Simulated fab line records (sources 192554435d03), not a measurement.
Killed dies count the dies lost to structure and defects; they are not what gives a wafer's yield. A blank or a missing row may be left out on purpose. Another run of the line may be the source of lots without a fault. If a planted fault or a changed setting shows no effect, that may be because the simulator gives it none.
fab line records + flow n5_finfet
record:
- lots: 3
- wafers: 9
- last_day: 22
route steps=1938 shown BEOL_M11@1566 BEOL_M12@1602 BEOL_M15@1830 PASSIVATION@1936
lots that met no fault: from a run of the same line without faults
start_h: hours from the record's opening day to when the first of the lot's shown wafers began + wait_h: time in hours since the lot's previous step + " same as the row above + L1.1+2: one row covering several wafers at once + - either no value or no given start + * or withheld: withheld + < > ~ a bound
route shown NAME@n: a module of which the file shows steps, and the number in the route of the first + usual: average and standard deviation across the fault-free wafers + same: alike in all rows + chamber/n: place in a boat + sites: the reading at each site + _std_site: the standard deviation of these + _edge_site: outer sites' mean less inner sites' + radius_mm: for every site, how far away it sits from the centre of the wafer + mask NAME#n: copy n + behind: the last tool/chamber to shape the wafer + hold: why the lot was held/for how many hours/how that ended + device: transistor that didn't switch, given as n, p or np + end of line: tests of these same wafers at the route's end + a step without rows: its recipe alone + killed: not the wafer's yield, but the dies lost to structure and defects at the first sort + map: a wafer's dies, marking killed ones x, the rest . and places with no die _
set.NAME: the run value of the setting; set.NAME@STEP: its run value at that earlier step + model.NAME: the simulator's own value behind a step, which no gauge read
a table for each step, a row for each wafer; lots at some steps of the route
services: from which hour (start_h, from the record's first day; less than 0 if before it) a tool's chamber was out of use, for how many hours, and why
== steps ==
step: N5_BEOL_M11_PEB_26
recipe:
- peb_temp_c: withheld
- peb_time_s: 60
- resist: CAR-ArF
step: N5_BEOL_M11_DEVELOP_27
recipe:
- develop_time_s: 30
- developer: TMAH
- resist: CAR-ArF
- rinse_liquid: diw
- dry: air_spin
- dev_temp_c: 23
step: N5_BEOL_M11_DESCUM_33
recipe:
- chemistry: O2
- time_s: 7.9
- source_power_w: 50
- bias_power_w: 20
- pressure_mtorr: 20
- rf_frequency_hz: 2.712e+07
- temp_c: 40
- resist: CAR-ArF
- o2_flow_sccm: 225
step: N5_BEOL_M11_ETCH_65
recipe:
- chemistry: CF4
- target: SiARC
- target_depth_a: 390
- mask_material: CAR-ArF
- time_s: 65
- ion_energy_ev: 80
- pressure_mtorr: 40
- source_w: 545
- bias_w: 36
- Ar_flow_sccm: 100
- cf4_flow_sccm: 100
- ends: cleared
step: N5_BEOL_M11_ETCH_66
recipe:
- chemistry: N2/H2
- target: SOC
- target_depth_a: 1200
- overetch_a: 240
- mask_material: SiARC
- temp_c: 40
- time_s: 180
- ion_energy_ev: 200
- pressure_mtorr: 30
- source_w: 840
- bias_w: 150
- n2_flow_sccm: 200
- h2_flow_sccm: 200
step: N5_BEOL_M11_STRIP_69
recipe:
- chemistry: N2/H2
- temp_c: 40
- n2_flow_sccm: 200
- h2_flow_sccm: 200
- rf_frequency_hz: 6e+07
step: N5_BEOL_M11_VIA_ETCH_34
recipe:
- chemistry: C4F6/O2
- target: SiCOH_lowk
- target_depth_a: 1845
- mask_material: SOC
- taper_deg: 4
- time_s: 69.2
- ion_energy_ev: 250
- pressure_mtorr: 30
- source_w: 345
- bias_w: 185
- Ar_flow_sccm: 300
- C4F6_flow_sccm: 10
- O2_flow_sccm: 10
step: N5_BEOL_M11_STRIP_73
recipe:
- chemistry: C4F6/O2
- resist: SiARC
- rf_frequency_hz: 6e+07
step: N5_BEOL_M11_STRIP_36
recipe:
- chemistry: N2/H2
- power_w: 450
- temp_c: 40
- pressure_mtorr: 20
- rf_frequency_hz: 6e+07
- overash_fraction: 0.3
- bias_power_w: 7
- h2_frac: 0.5
- n2_flow_sccm: 200
- h2_flow_sccm: 200
step: N5_BEOL_M11_TRENCH_ETCH_37
recipe:
- chemistry: C4F6/O2
- target_depth_a: 1488.3
- target: SiCOH_lowk
- time_s: 48
- ion_energy_ev: 250
- pressure_mtorr: 30
- source_w: 345
- bias_w: 185
- Ar_flow_sccm: 300
- C4F6_flow_sccm: 10
- O2_flow_sccm: 10
usual:
- drypump_motor_current_A: 5.9/0.37
- oes_product_au: 0.80/0.061
- rf_vpp_V: 663/8.1
- showerhead_plenum_p_Torr: 2.84/0.086
- throttle_valve_pct: 20.92/0.2
| lot.wafer | tool        | chamber | start_h | wait_h | drypump_motor_current_A | oes_product_au | rf_hours_counter_h | rf_vpp_V | showerhead_plenum_p_Torr | throttle_valve_pct | model.BEOL_M11.feature_depth_nm | model.etch.depth_nm | model.TiN_of_BEOL_M11_HM_DEP_02.thk_nm |
|-----------|-------------|---------|---------|--------|-------------------------|----------------|--------------------|----------|--------------------------|--------------------|---------------------------------|---------------------|----------------------------------------|
| L752.1    | rie_diel-03 | 0       | 303.39  | -      | 6.0                     | 0.83           | 73                 | 673      | 2.78                     | 21.13              | 148.6                           | 148.6               | 15.8                                   |
| L752.2    | "           | 3       | "       | "      | 6.2                     | 0.78           | 130                | 656      | 2.74                     | 20.77              | 147.2                           | 147.3               | 15.8                                   |
| L752.3    | "           | 2       | "       | "      | 5.9                     | 0.80           | 86                 | 656      | 2.88                     | 20.95              | 149.6                           | 149.6               | 15.8                                   |
| L763.4    | rie_diel-06 | 3       | 461.89  | -      | 5.8                     | 0.88           | 34                 | 664      | 3.01                     | 20.48              | 150.6                           | 150.7               | 15.8                                   |
| L763.5    | "           | 1       | "       | "      | 6.3                     | 0.85           | -                  | 651      | 2.77                     | 21.05              | 151.6                           | 151.5               | 16                                     |
| L763.6    | "           | 2       | "       | "      | 5.5                     | 0.74           | -                  | 663      | 2.85                     | 20.98              | 148.6                           | 148.6               | 16.2                                   |
| L756.2    | rie_diel-03 | 3       | 469.44  | -      | 6.2                     | 0.66           | 175                | 657      | 2.72                     | 20.79              | 122.6                           | 122.6               | 16.4                                   |
| L756.4    | "           | 1       | "       | "      | 5.2                     | 0.80           | 36                 | 673      | 2.90                     | 20.44              | 125                             | 125                 | 16.4                                   |
| L756.5    | "           | 1       | "       | "      | 5.2                     | 0.80           | -                  | 675      | 2.90                     | 20.43              | 123.8                           | 123.9               | 16.6                                   |
step: N5_BEOL_M11_ETCH_41
recipe:
- chemistry: CH3F/O2
- target: SiCN
- target_depth_a: 426
- taper_deg: 2
- time_s: 86
- ion_energy_ev: 120
- mask_material: TiN
- pressure_mtorr: 30
- source_w: 395
- bias_w: 75
- Ar_flow_sccm: 150
- CH3F_flow_sccm: 30
- O2_flow_sccm: 20
step: N5_BEOL_M11_STRIP_77
recipe:
- chemistry: N2/H2
- time_s: 10
- power_w: 450
- temp_c: 40
- pressure_mtorr: 20
- rf_frequency_hz: 6e+07
- bias_power_w: 7
- n2_flow_sccm: 200
- h2_flow_sccm: 200
step: N5_BEOL_M11_OCD_MEAS_38
usual:
- trench_depth_nm: 148.4/1.7
| lot.wafer | tool   | chamber | start_h | wait_h | trench_depth_nm |
|-----------|--------|---------|---------|--------|-----------------|
| L752.1    | ocd-01 | -       | 303.57  | -      | 148.8           |
| L752.2    | "      | -       | "       | "      | 147.3           |
| L752.3    | "      | -       | "       | "      | 149.9           |
| L763.4    | ocd-02 | -       | 462.08  | -      | 150.5           |
| L763.5    | "      | -       | "       | "      | 151.5           |
| L763.6    | "      | -       | "       | "      | 148.4           |
| L756.2    | ocd-01 | -       | 469.62  | -      | 122.4           |
| L756.4    | "      | -       | "       | "      | 125.1           |
| L756.5    | "      | -       | "       | "      | 123.8           |
step: N5_BEOL_M11_HM_STRIP_39
recipe:
- chemistry: peroxide_tin_strip
- material: TiN
- target_depth_a: 250
- temp_c: 50
- time_s: 158
step: N5_BEOL_M11_SRD_40
recipe:
- time_s: 30
- temp_c: 23
- rinse_liquid: diw
- dry: ipa_marangoni
step: N5_BEOL_M11_PRECLEAN_42
recipe:
- chemistry: residue_remover
- time_s: 60
- temp_c: 40
step: N5_BEOL_M11_SRD_43
recipe:
- time_s: 30
- temp_c: 23
- rinse_liquid: diw
- dry: ipa_marangoni
step: N5_BEOL_M11_CURE_72
recipe:
- temp_c: 370
- time_s: 120
- ambient: DMADMS/He
- material: SiCOH_lowk
step: N5_BEOL_M11_DEGAS_44
recipe:
- ambient: vacuum
- temp_c: 250
- time_s: 60
step: N5_BEOL_M11_PRE_CLEAN_45
recipe:
- gas: H2/He
- time_s: 30
- temp_c: 250
step: N5_BEOL_M11_ALD_74
recipe:
- material: TaN
- target_thk_a: 20
- temp_c: 275
- ald_precursor_family: PDMAT
- ald_co_reactant: NH3
- pressure_torr: 3
- carrier_flow_sccm: 1500
- pulse_time_s: 2
- purge_time_s: 3
- co_reactant_purge_time_s: 2
- co_reactant_pulse_time_s: 3
- ald_cycles: 40
- precursor_vessel_temp_c: 75
- precursor_vessel_pressure_torr: 26.25
- precursor_vessel_carrier_sccm: 1000
step: N5_BEOL_M11_SURFACE_TREAT_76
recipe:
- gas: Ar
- time_s: *
- ion_energy_ev: *
- ion_current_ma_cm2: 0.5
- pressure_mtorr: *
- ar_flow_sccm: 30
step: N5_BEOL_M11_CVD_75
recipe:
- material: Co
- target_thk_a: 20
- temp_c: withheld
- precursor: CCTBA/H2
- pressure_torr: 30
- time_s: 138.9
step: N5_BEOL_M11_SPUTTER_48
recipe:
- material: Cu
- target_thk_a: 120
- temp_c: -20
- bias_v: 60
- power_w: 26000
- chamber_pressure_pa: 0.13
- time_s: 2
step: N5_BEOL_M11_ECD_50
recipe:
- material: Cu
- target_thk_a: 3180
step: N5_BEOL_M11_ANNEAL_51
recipe:
- temp_c: 225
- time_s: 90
- ambient: N2
step: N5_BEOL_M11_CMP_52
recipe:
- stop_on: SiCOH_lowk
- t_overpolish_s: 7
- down_force_psi: 1
- platen_rpm: 50
- clearing_platen_down_force_psi: 1.5
- clearing_platen_rpm: 50
- post_cmp_clean: cu_alkaline
- target_thk_nm: 140
- clearing_platen_pad_velocity_m_s: 0.99484
- pad_velocity_m_s: 0.99484
usual:
- barrier_field_endpoint_s: 28.9/0.61
- clearing_platen_down_force_psi: 1.5000/0.0029
- motor_current_A: 6.0/0.64
- overpolish_run_s: 7.000/0.0091
- pad_life_wafers: 1183/580
- time_to_endpoint_s: 66.4/2.6
| lot.wafer | tool   | chamber | start_h | wait_h | barrier_field_endpoint_s | clearing_platen_down_force_psi | motor_current_A | overpolish_run_s | pad_life_wafers | time_to_endpoint_s | model.Cu_of_BEOL_M11_ECD_50.thk_nm |
|-----------|--------|---------|---------|--------|--------------------------|--------------------------------|-----------------|------------------|-----------------|--------------------|------------------------------------|
| L752.3    | cmp-01 | 2       | 306.78  | 0.2    | 28.3                     | 1.4971                         | 6.7             | 7.021            | 1380            | 63.5               | 140.8                              |
| L752.2    | "      | 3       | "       | "      | 29.1                     | 1.4975                         | 7.1             | 7.008            | 1381            | 67.0               | 139                                |
| L752.1    | "      | 0       | "       | "      | 28.8                     | 1.4943                         | 6.5             | 7.007            | 1382            | 66.6               | 139.6                              |
| L763.4    | cmp-02 | 2       | 464.85  | 0.2    | 29.2                     | 1.5004                         | 6.6             | 7.009            | 1268            | 66.2               | 141.8                              |
| L763.6    | "      | 0       | "       | "      | 28.5                     | 1.4976                         | 6.1             | 7.003            | -               | 61.8               | 139.2                              |
| L763.5    | "      | 1       | "       | "      | 29.1                     | 1.4951                         | 6.0             | 6.996            | -               | 66.5               | 143.8                              |
| L756.4    | cmp-03 | 2       | 472.64  | 0.2    | 28.6                     | 1.4997                         | 5.3             | 7.002            | 1225            | 69.3               | 116.6                              |
| L756.2    | "      | 3       | "       | "      | 27.7                     | 1.5019                         | 6.4             | 7.011            | 1226            | 66.9               | 115.2                              |
| L756.5    | "      | 1       | "       | "      | 28.0                     | 1.5015                         | 6.3             | 6.998            | -               | 65.1               | 116                                |
step: N5_BEOL_M11_THK_MEAS_53
recipe:
- thk_meas_gauge: xrf
- reads: Cu_of_BEOL_M11_ECD_50
usual:
- M11_THK: 137.8/2
| lot.wafer | tool          | chamber | start_h | wait_h | M11_THK[nm] |
|-----------|---------------|---------|---------|--------|-------------|
| L752.1    | film_metro-01 | -       | 307.07  | -      | 138.3       |
| L752.2    | "             | -       | "       | "      | 138.1       |
| L752.3    | "             | -       | "       | "      | 139.5       |
| L763.4    | film_metro-02 | -       | 465.07  | -      | 140.7       |
| L763.5    | "             | -       | "       | "      | 141.5       |
| L763.6    | "             | -       | "       | "      | 138.0       |
| L756.2    | film_metro-02 | -       | 472.90  | -      | 114.7       |
| L756.4    | "             | -       | "       | "      | 116.2       |
| L756.5    | "             | -       | "       | "      | 115.3       |
step: N5_BEOL_M11_PRE_CLEAN_55
recipe:
- gas: NH3
- time_s: 15
- temp_c: withheld
- rf_power_w: 300
step: N5_BEOL_M11_DEP_56
recipe:
- material: SiCN
- target_thk_a: 300
- temp_c: withheld
- precursor: 3MS/NH3
- pressure_torr: 3
- rf_w: 675
- time_s: 10.5
step: N5_BEOL_M11_RS_MEAS_57
recipe:
- thk_meas_gauge: four-point-probe
- reads: Cu_of_BEOL_M11_ECD_50+Co_of_BEOL_M11_CVD_75+TaN_of_BEOL_M11_ALD_74
usual:
- M11_RS: 0.1515/0.0025
| lot.wafer | tool          | chamber | start_h | wait_h | M11_RS[ohm/sq] |
|-----------|---------------|---------|---------|--------|----------------|
| L752.1    | film_metro-01 | -       | 307.19  | 0.0    | 0.1517         |
| L752.2    | "             | -       | "       | "      | 0.1523         |
| L752.3    | "             | -       | "       | "      | 0.1501         |
| L763.4    | film_metro-02 | -       | 465.22  | 0.1    | 0.1487         |
| L763.5    | "             | -       | "       | "      | 0.1462         |
| L763.6    | "             | -       | "       | "      | 0.1515         |
| L756.2    | film_metro-02 | -       | 473.05  | 0.1    | 0.1869         |
| L756.4    | "             | -       | "       | "      | 0.1848         |
| L756.5    | "             | -       | "       | "      | 0.1861         |
step: N5_BEOL_M12_ILD_DEP_00
recipe:
- material: SiOC
- target_thk_a: 6589.2
- temp_c: 350
- precursor: DEMS/O2
- pressure_torr: 5
- rf_w: 500
- time_s: 130.7
step: N5_BEOL_M12_COAT_58
recipe:
- resist: BARC
- temp_c: 205
- time_s: 60
- spin_rpm: 1500
- resist_thk_nm: 89
step: N5_BEOL_M12_COAT_04
recipe:
- spin_rpm: 1625
- resist_thk_nm: 400
step: N5_BEOL_M12_EBR_06
recipe:
- solvent: PGMEA
- ebr_width_mm: 1.5
step: N5_BEOL_M12_SOFTBAKE_05
recipe:
- temp_c: 130
- time_s: 60
step: N5_BEOL_M15_RC_MEAS_101
usual:
- COMB_M10: 1.6e-11/3.1e-12
- COMB_M12: 7.3e-12/1.4e-12
- COMB_M13: 5.6e-12/1e-12
- COMB_M14: 4.4e-12/7.7e-13
- COMB_M15: 3.2e-12/5.3e-13
- COMB_M5: 3.8e-11/7e-12
- COMB_M5_max_site: 5.4e-11/1.2e-11
- COMB_M6: 2.7e-11/4.8e-12
- COMB_M7: 2.6e-11/5.5e-12
- COMB_M8: 2.6e-11/4.4e-12
- COMB_M8_max_site: 3.8e-11/8e-12
- COMB_M9: 1.55e-11/2.9e-12
- SERP_M10: 3.08/0.069
- SERP_M11: 3.08/0.068
- SERP_M11_max_site: 3.18/0.077
- SERP_M12: 0.636/0.014
- SERP_M13: 0.306/0.0057
- SERP_M14: 0.161/0.0031
- SERP_M5: 38.3/1
- SERP_M5_max_site: 39.8/1.2
- SERP_M6: 13.7/0.48
- SERP_M7: 13.8/0.42
- SERP_M8: 13.9/0.57
- SERP_M9: 3.06/0.076
| lot.wafer | tool      | chamber | start_h | wait_h | COMB_M10[S/m] | COMB_M12[S/m] | COMB_M13[S/m] | COMB_M14[S/m] | COMB_M15[S/m] | COMB_M5[S/m] | COMB_M5_max_site[S/m] | COMB_M6[S/m] | COMB_M7[S/m] | COMB_M8[S/m] | COMB_M8_max_site[S/m] | COMB_M9[S/m] | SERP_M10[ohm/um] | SERP_M11[ohm/um] | SERP_M11_max_site[ohm/um] | SERP_M12[ohm/um] | SERP_M13[ohm/um] | SERP_M14[ohm/um] | SERP_M5[ohm/um] | SERP_M5_max_site[ohm/um] | SERP_M6[ohm/um] | SERP_M7[ohm/um] | SERP_M8[ohm/um] | SERP_M9[ohm/um] |
|-----------|-----------|---------|---------|--------|---------------|---------------|---------------|---------------|---------------|--------------|-----------------------|--------------|--------------|--------------|-----------------------|--------------|------------------|------------------|---------------------------|------------------|------------------|------------------|-----------------|--------------------------|-----------------|-----------------|-----------------|-----------------|
| L752.1    | prober-02 | 0       | 324.90  | 0.0    | 2.6e-11       | 7.4e-12       | 4.7e-12       | 5.1e-12       | 3e-12         | 4.3e-11      | 5.4e-11               | 2.7e-11      | 2.3e-11      | 3.2e-11      | 4.6e-11               | 1.57e-11     | 3.00             | 3.09             | 3.31                      | 0.624            | 0.310            | 0.163            | 40.3            | 41.3                     | 14.0            | 13.6            | 13.5            | 3.10            |
| L752.2    | "         | 0       | "       | "      | 1.5e-11       | 7e-12         | 5.7e-12       | 4e-12         | 3.3e-12       | 3.2e-11      | 4.4e-11               | 2.8e-11      | 1.9e-11      | 3.2e-11      | 5.8e-11               | 2.33e-11     | 2.99             | 3.09             | 3.18                      | 0.623            | 0.307            | 0.158            | 40.4            | 42.5                     | 13.3            | 14.0            | 13.3            | 3.05            |
| L752.3    | "         | 0       | "       | "      | 2.3e-11       | 7.2e-12       | 5.5e-12       | 4.2e-12       | 2.6e-12       | 4.3e-11      | 5.8e-11               | 3.3e-11      | 2.8e-11      | 2.8e-11      | 3.8e-11               | 1.95e-11     | 3.13             | 3.06             | 3.11                      | 0.644            | 0.313            | 0.160            | 39.8            | 41.1                     | 13.6            | 13.3            | 13.8            | 2.97            |
| L763.4    | prober-02 | 0       | 491.45  | 0.5    | 1.5e-11       | 6.8e-12       | 4.9e-12       | 4.1e-12       | 3.3e-12       | 4.6e-11      | 6.9e-11               | 3.6e-11      | 2.3e-11      | 3.1e-11      | 5.1e-11               | 1.33e-11     | 3.04             | 3.08             | 3.16                      | 0.622            | 0.311            | 0.158            | 38.6            | 40.0                     | 13.2            | 13.9            | 13.4            | 3.15            |
| L763.5    | "         | 0       | "       | "      | 1.6e-11       | 8.7e-12       | 5.5e-12       | 4.6e-12       | 3.3e-12       | 3.4e-11      | 5.4e-11               | 2.4e-11      | 2.7e-11      | 3.2e-11      | 3.8e-11               | 1.64e-11     | 3.02             | 3.02             | 3.15                      | 0.603            | 0.308            | 0.159            | 39.5            | 41.2                     | 14.1            | 13.8            | 14.7            | 3.20            |
| L763.6    | "         | 0       | "       | "      | 1.5e-11       | 7.6e-12       | 6.9e-12       | 3.7e-12       | 3.8e-12       | 3.7e-11      | 4.8e-11               | 2.6e-11      | 1.8e-11      | 3.6e-11      | 4.9e-11               | 1.82e-11     | 3.20             | 3.14             | 3.28                      | 0.594            | 0.304            | 0.158            | 40.4            | 41.2                     | 13.9            | 14.5            | 14.2            | 3.10            |
| L756.2    | prober-01 | 0       | 500.28  | 0.2    | 1.7e-11       | 6.5e-12       | 5.9e-12       | 3.9e-12       | 3.2e-12       | 4.7e-11      | 7.3e-11               | 3.2e-11      | 2e-11        | 2.5e-11      | 3.4e-11               | 1.94e-11     | 2.95             | 3.77             | 3.82                      | 0.639            | 0.308            | 0.163            | 36.5            | 38.4                     | 14.0            | 14.4            | 13.6            | 3.27            |
| L756.4    | "         | 0       | "       | "      | 1.7e-11       | 7.7e-12       | 5.6e-12       | 2.9e-12       | 2.6e-12       | 3.7e-11      | 5.4e-11               | 2.7e-11      | 2.6e-11      | 2.8e-11      | 3.5e-11               | 1.27e-11     | 3.03             | 3.76             | 3.88                      | 0.646            | 0.308            | 0.158            | 38.7            | 40.1                     | 14.2            | 13.8            | 13.2            | 3.26            |
| L756.5    | "         | 0       | "       | "      | 1.8e-11       | 1.06e-11      | 4.9e-12       | 4.1e-12       | 2.9e-12       | 4.4e-11      | 7.6e-11               | 2.5e-11      | 2.7e-11      | 1.6e-11      | 2.4e-11               | 1.97e-11     | 3.08             | 3.70             | 3.79                      | 0.636            | 0.309            | 0.158            | 39.3            | 40.4                     | 14.0            | 13.5            | 13.3            | 3.16            |
sites SERP_M11 radius_mm=0,75,75,75,75,140,140,140,140
L752.1 3.00 3.09 3.09 3.09 3.03 3.19 3.31 3.25 3.26
L763.4 3.10 3.13 3.13 3.08 3.16 2.99 2.99 2.96 3.07
L756.2 3.74 3.77 3.75 3.82 3.79 3.67 3.79 3.70 3.80
step: N5_PASSIVATION_PROBE_49
usual:
- defect_limited_yield: 91.4/1.2
- killed_at_M0_to_M3: 34/10
- killed_at_M4_up: 14/5.1
- killed_at_contacts: 12/6.4
- killed_at_front_end: 38/9.3
- killed_at_other: 4/3
- killed_dies: 102/15
- killed_open: 67/12
- killed_short: 33/6.9
- sort_bin_5_function: 5.0/0.86
- sort_bin_6_memory: 3.2/0.58
- sort_n_pass: 1078/15
- sort_yield_pct: 91.4/1.2
same:
- gross_dies: 1180
- killed_at_back_side: 0
- sort_bin_4_leakage[%]: 0
- sort_bin_8_speed[%]: 0
| lot.wafer | tool      | chamber | start_h | wait_h | defect_limited_yield[%] | killed_at_M0_to_M3 | killed_at_M4_up | killed_at_contacts | killed_at_front_end | killed_at_other | killed_dies | killed_open | killed_short | sort_bin_5_function[%] | sort_bin_6_memory[%] | sort_n_pass | sort_yield_pct[%] |
|-----------|-----------|---------|---------|--------|-------------------------|--------------------|-----------------|--------------------|---------------------|-----------------|-------------|-------------|--------------|------------------------|----------------------|-------------|-------------------|
| L752.1    | prober-02 | -       | 337.18  | 0.0    | 93.3                    | 24                 | 13              | 9                  | 31                  | 2               | 79          | 55          | 22           | 4.4                    | 2.1                  | 1101        | 93.3              |
| L752.2    | prober-02 | -       | 337.23  | 0.1    | 92.9                    | 29                 | 5               | 15                 | 31                  | 4               | 84          | 50          | 34           | 4.2                    | 2.8                  | 1096        | 92.9              |
| L752.3    | prober-02 | -       | 337.28  | 0.1    | 92.1                    | 25                 | 11              | 22                 | 33                  | 2               | 93          | 62          | 30           | 5.3                    | 2.5                  | 1087        | 92.1              |
| L763.4    | prober-01 | -       | 505.39  | 0.2    | 92.4                    | 39                 | 11              | 8                  | 29                  | 3               | 90          | 53          | 35           | 4.8                    | 2.1                  | 1090        | 92.4              |
| L763.5    | prober-01 | -       | 505.44  | 0.2    | 92.6                    | 33                 | 12              | 6                  | 27                  | 9               | 87          | 54          | 33           | 4.2                    | 2.6                  | 1093        | 92.6              |
| L763.6    | prober-01 | -       | 505.49  | 0.3    | 93.7                    | 30                 | 19              | 4                  | 19                  | 2               | 74          | 45          | 29           | 4.0                    | 1.9                  | 1106        | 93.7              |
| L756.2    | prober-01 | -       | 517.15  | 0.1    | 90.3                    | 23                 | 24              | 10                 | 53                  | 4               | 114         | 66          | 47           | 5.5                    | 3.8                  | 1066        | 90.3              |
| L756.4    | prober-01 | -       | 517.25  | 0.2    | 91.7                    | 28                 | 14              | 9                  | 47                  | 0               | 98          | 66          | 32           | 4.7                    | 3.3                  | 1082        | 91.7              |
| L756.5    | prober-01 | -       | 517.30  | 0.2    | 91.7                    | 27                 | 14              | 19                 | 38                  | 0               | 98          | 69          | 28           | 5.0                    | 2.9                  | 1082        | 91.7              |
killed by level:class
L752.1 BEOL_M3:geometric_particle:open=11 MOL_CONTACT_COAG:geometric_particle:open=7 FIN_SAQP:geometric_particle:open=6 BEOL_M0_SAQP:geometric_particle:open=5 ILD0:geometric_particle:open=4 GATE_CUT:geometric_particle:short=4 BEOL_M4:geometric_particle:open=4 BEOL_M5:geometric_particle:open=4
L752.2 MOL_CONTACT_COAG:geometric_particle:open=9 BEOL_M0_SAQP:geometric_particle:short=7 FIN_SAQP:geometric_particle:open=6 MOL_CONTACT_COAG:geometric_particle:short=6 BEOL_M2:geometric_particle:open=6 BEOL_M3:geometric_particle:open=6 DUMMY_GATE:geometric_particle:open=5 FIN_SAQP:geometric_particle:short=4
L752.3 MOL_CONTACT_COAG:geometric_particle:open=16 FIN_SAQP:geometric_particle:open=9 BEOL_M2:geometric_particle:open=7 BEOL_M3:geometric_particle:open=7 STI_FIN_REVEAL:geometric_particle:open=6 MOL_CONTACT_COAG:geometric_particle:short=6 BEOL_M3:geometric_particle:short=6 FIN_SAQP:geometric_particle:short=4
L763.4 BEOL_M0_SAQP:geometric_particle:short=9 MOL_CONTACT_COAG:geometric_particle:open=7 BEOL_M0_SAQP:geometric_particle:open=7 BEOL_M3:geometric_particle:open=7 FIN_SAQP:geometric_particle:short=6 STI_FIN_REVEAL:geometric_particle:open=5 FIN_SAQP:geometric_particle:open=4 DUMMY_GATE:geometric_particle:open=4
L763.5 BEOL_M0_SAQP:geometric_particle:open=10 BEOL_M0_SAQP:geometric_particle:short=7 BEOL_M2:geometric_particle:open=6 BEOL_M4:geometric_particle:open=5 FIN_SAQP:geometric_particle:open=4 FIN_SAQP:geometric_particle:short=4 STI_FIN_REVEAL:geometric_particle:open=4 MOL_CONTACT_COAG:geometric_particle:open=4
L763.6 BEOL_M2:geometric_particle:open=10 BEOL_M0_SAQP:geometric_particle:short=8 BEOL_M4:geometric_particle:open=8 FIN_SAQP:geometric_particle:short=5 GATE_CUT:geometric_particle:short=4 MOL_CONTACT_COAG:geometric_particle:open=4 BEOL_M0_SAQP:geometric_particle:open=4 BEOL_M3:geometric_particle:open=4
L756.2 FIN_SAQP:geometric_particle:short=23 FIN_SAQP:geometric_particle:open=13 BEOL_M2:geometric_particle:open=12 BEOL_M4:geometric_particle:short=9 MOL_CONTACT_COAG:geometric_particle:open=9 BEOL_M4:geometric_particle:open=9 BEOL_M0_SAQP:geometric_particle:open=5 STI_FIN_REVEAL:geometric_particle:open=4
L756.4 BEOL_M2:geometric_particle:open=12 STI_FIN_REVEAL:geometric_particle:open=11 FIN_SAQP:geometric_particle:short=9 MOL_CONTACT_COAG:geometric_particle:open=9 FIN_SAQP:geometric_particle:open=6 BEOL_M4:geometric_particle:open=6 GATE_CUT:geometric_particle:short=4 GATE_CUT:geometric_particle:open=4
L756.5 MOL_CONTACT_COAG:geometric_particle:open=16 BEOL_M2:geometric_particle:open=9 GATE_CUT:geometric_particle:open=8 FIN_SAQP:geometric_particle:short=6 STI_FIN_REVEAL:geometric_particle:open=6 BEOL_M3:geometric_particle:open=6 GATE_CUT:geometric_particle:short=5 BEOL_M0_SAQP:geometric_particle:open=5
== services ==
| tool        | chamber | start_h | hours | kind                           |
|-------------|---------|---------|-------|--------------------------------|
| cmp-02      | -       | 291.63  | 4.0   | pm                             |
| rie_diel-03 | 1       | 291.71  | -     | clean                          |
| rie_diel-03 | 1       | 291.71  | -     | consumable_replace:focus_ring  |
| rie_diel-03 | 1       | 291.71  | 26.1  | scheduled_down                 |
| rie_diel-03 | 1       | 291.71  | 26.1  | vent_cycle                     |
| rie_diel-06 | 3       | 293.02  | -     | clean                          |
| rie_diel-06 | 3       | 293.02  | -     | consumable_replace:focus_ring  |
| rie_diel-06 | 3       | 293.02  | -     | consumable_replace:showerhead  |
| rie_diel-06 | 3       | 293.02  | 24.9  | scheduled_down                 |
| rie_diel-06 | 3       | 293.02  | 24.9  | vent_cycle                     |
| cmp-02      | -       | 295.63  | -     | consumable_replace:conditioner |
| cmp-02      | -       | 295.98  | 4.2   | pm                             |
| cmp-01      | -       | 298.90  | 1.8   | repair                         |
| cmp-03      | -       | 303.08  | 2.8   | repair                         |
| cmp-02      | -       | 303.40  | 0.6   | repair                         |
| cmp-03      | -       | 313.46  | 4.0   | pm                             |
| cmp-03      | -       | 336.82  | 3.6   | repair                         |
| cmp-03      | -       | 357.64  | 2.2   | pm                             |
| cmp-02      | -       | 393.48  | 1.2   | repair                         |
| cmp-01      | -       | 397.99  | 2.2   | repair                         |
| cmp-01      | -       | 409.36  | 4.0   | pm                             |
| cmp-03      | -       | 416.98  | 0.5   | repair                         |
| cmp-01      | -       | 428.67  | 26.7  | repair                         |
| cmp-02      | -       | 434.92  | 0.9   | repair                         |
== key ==
first_sign:
- step: N5_BEOL_M11_OCD_MEAS_38
- reading: trench_depth_nm
- direction: down
- sigmas: 14
- usual: 148.4
- struck: 123.8
effect:
- step: N5_BEOL_M11_THK_MEAS_53
- reading: M11_THK
- direction: down
- sigmas: 11
- usual: 137.8
- struck: 115.4
effect:
- step: N5_BEOL_M11_RS_MEAS_57
- reading: M11_RS
- direction: up
- sigmas: 14
- usual: 0.1515
- struck: 0.1859
effect:
- step: N5_BEOL_M15_RC_MEAS_101
- reading: SERP_M11
- direction: up
- sigmas: 9.8
- usual: 3.08
- struck: 3.74
model_effect:
- step: N5_BEOL_M11_TRENCH_ETCH_37
- value: BEOL_M11.feature_depth_nm
- without: 146.9
- struck: 123.8
model_effect:
- step: N5_BEOL_M11_CMP_52
- value: Cu_of_BEOL_M11_ECD_50.thk_nm
- without: 138.9
- struck: 115.9
met_at N5_BEOL_M11_TRENCH_ETCH_37
struck_wafers L756.2,L756.4,L756.5
onset_between 303.39 469.44
also_fits time
fault:
- kind: process_parameter_drift
- tool: rie_diel-03
- chamber: -
- onset_h: 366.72
- steps: N5_BEOL_M11_TRENCH_ETCH_37
- channel: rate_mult
- offset: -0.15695
- shape: step
